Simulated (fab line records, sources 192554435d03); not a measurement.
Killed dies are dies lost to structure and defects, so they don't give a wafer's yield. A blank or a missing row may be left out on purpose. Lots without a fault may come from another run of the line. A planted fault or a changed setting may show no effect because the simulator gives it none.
Split-lot experiment | flow n5_finfet | 7 lots, 21 wafers read, on a route of 1938 steps

THE SPLIT
At N5_BEOL_M13_COAT_66 (time 60 s, resist thk 110 nm), the setting spin_rpm was moved away from the recipe's 1500 rpm on 6 of the 21 wafers read, by -11.2% to +10.1%. The other wafers ran this setting at the recipe's value.

FROM THE SPLIT TO THE READING: what the file shows between them, 5 steps
- N5_BEOL_M13_PEB_26: peb time 90 s (also split here: peb_time_s)
- N5_BEOL_M13_DEVELOP_27: develop time 45 s
- N5_BEOL_M13_HARDBAKE_32: time 120 s
- N5_BEOL_M13_CD_MEAS_28: target cd 209.5 nm
- N5_BEOL_M13_DESCUM_33: chemistry O2, time 7.9 s

THE READING
coat_of_BEOL_M13_COAT_22.thk_nm (the simulator's own value, which no gauge read), in nm, at N5_BEOL_M13_ETCH_67 (etches SiARC in CF4, target depth 143 nm, time 238.3 s). The file gives no usual value for it. The 15 wafers here that ran the recipe average 212.1 nm, standard deviation 0.83 nm.

wafer  | tool, chamber at the split | spin_rpm as run, rpm | against the recipe | coat_of_BEOL_M13_COAT_22.thk_nm, nm | against lot-mates on the recipe
L074.1 | litho_track-02, 0          | 1500                 | recipe             | 212.6                               | -
L074.3 | litho_track-02, 0          | 1500                 | recipe             | 212.2                               | -
L074.5 | litho_track-02, 0          | 1500                 | recipe             | 213                                 | -
L083.2 | litho_track-04, 0          | 1500                 | recipe             | 211.8                               | -
L083.4 | litho_track-04, 0          | 1500                 | recipe             | 211.6                               | -
L083.5 | litho_track-04, 0          | 1500                 | recipe             | 211.6                               | -
L087.2 | litho_track-02, 0          | 1651                 | +10.1%             | 214.8                               | +3.8
L087.3 | litho_track-02, 0          | 1651                 | +10.1%             | 214.2                               | +3.2
L087.5 | litho_track-02, 0          | 1500                 | recipe             | 211                                 | -
L086.4 | litho_track-02, 0          | 1332                 | -11.2%             | 207.8                               | -4.2
L086.5 | litho_track-02, 0          | 1332                 | -11.2%             | 206.6                               | -5.4
L086.6 | litho_track-02, 0          | 1500                 | recipe             | 212                                 | -
L091.1 | litho_track-05, 0          | 1356                 | -9.6%              | 206.6                               | -3.6
L091.3 | litho_track-05, 0          | 1356                 | -9.6%              | 206.6                               | -3.6
L091.4 | litho_track-05, 0          | 1500                 | recipe             | 210.2                               | -
L093.2 | litho_track-04, 0          | 1500                 | recipe             | 213                                 | -
L093.5 | litho_track-04, 0          | 1500                 | recipe             | 213.2                               | -
L093.6 | litho_track-04, 0          | 1500                 | recipe             | 211.6                               | -
L097.1 | litho_track-02, 0          | 1500                 | recipe             | 213.2                               | -
L097.2 | litho_track-02, 0          | 1500                 | recipe             | 212                                 | -
L097.6 | litho_track-02, 0          | 1500                 | recipe             | 212.6                               | -

THE FIT
A straight line over all 21 wafers: coat_of_BEOL_M13_COAT_22.thk_nm changes by +0.402 nm for each +1% of spin_rpm; r = +0.91; the points scatter about the line by 1 nm.
The same after taking each lot's own level away (the mean of its wafers on the recipe; 21 wafers): +0.385 nm for each +1%; r = +0.98; scatter 0.47 nm.
On that fit, the largest move of spin_rpm shifts the reading by 4.3 nm.
The lots' own levels span 210.20 to 212.60 nm, that is 2.9 times the standard deviation above.
So the lot-to-lot level changes the slope little: the two slopes agree.
Check: with one of the wafers moved furthest among these (-11.2%) left out of the fit, the line predicts -4.44 nm for it against its lot-mates. It came out at -4.2 nm against them.

OTHER SPLITS ON THESE WAFERS
These wafers also went through other splits before the reading. Each is held against what the fit with the lots' levels taken away leaves over:
other split on the same wafers | wafers away from the commonest value | r with coat_of_BEOL_M13_COAT_22.thk_nm (lot level and that fit taken away)
N5_BEOL_M11_EXPOSE_08 dose_mj  | 8                                    | -0.29
N5_BEOL_M11_ETCH_62 time_s     | 6                                    | -0.28
N5_BEOL_M12_COAT_65 spin_rpm   | 7                                    | +0.11
N5_BEOL_M13_PEB_26 peb_time_s  | 9                                    | -0.28

THE WHOLE CHAIN: every reading that the file lists as answering this split, in the file's order
step                | what it does                                           | reading                                                                           | change (the file's fit)               | r (the file's)
N5_BEOL_M13_COAT_66 | time 60 s, resist thk 110 nm                           | SiARC_of_BEOL_M13_COAT_66.thk_nm (the simulator's own value, which no gauge read) | -0.573 nm for each +1% of the setting | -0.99
N5_BEOL_M13_ETCH_67 | etches SiARC in CF4, target depth 143 nm, time 238.3 s | etch.depth_nm (the simulator's own value, which no gauge read)                    | -0.58 nm for each +1% of the setting  | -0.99
N5_BEOL_M13_ETCH_67 | etches SiARC in CF4, target depth 143 nm, time 238.3 s | coat_of_BEOL_M13_COAT_22.thk_nm (the simulator's own value, which no gauge read)  | +0.387 nm for each +1% of the setting | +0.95

THE FILE'S OWN FIT
coat_of_BEOL_M13_COAT_22.thk_nm changes by +0.387 nm for each +1% of spin_rpm, r = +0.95.
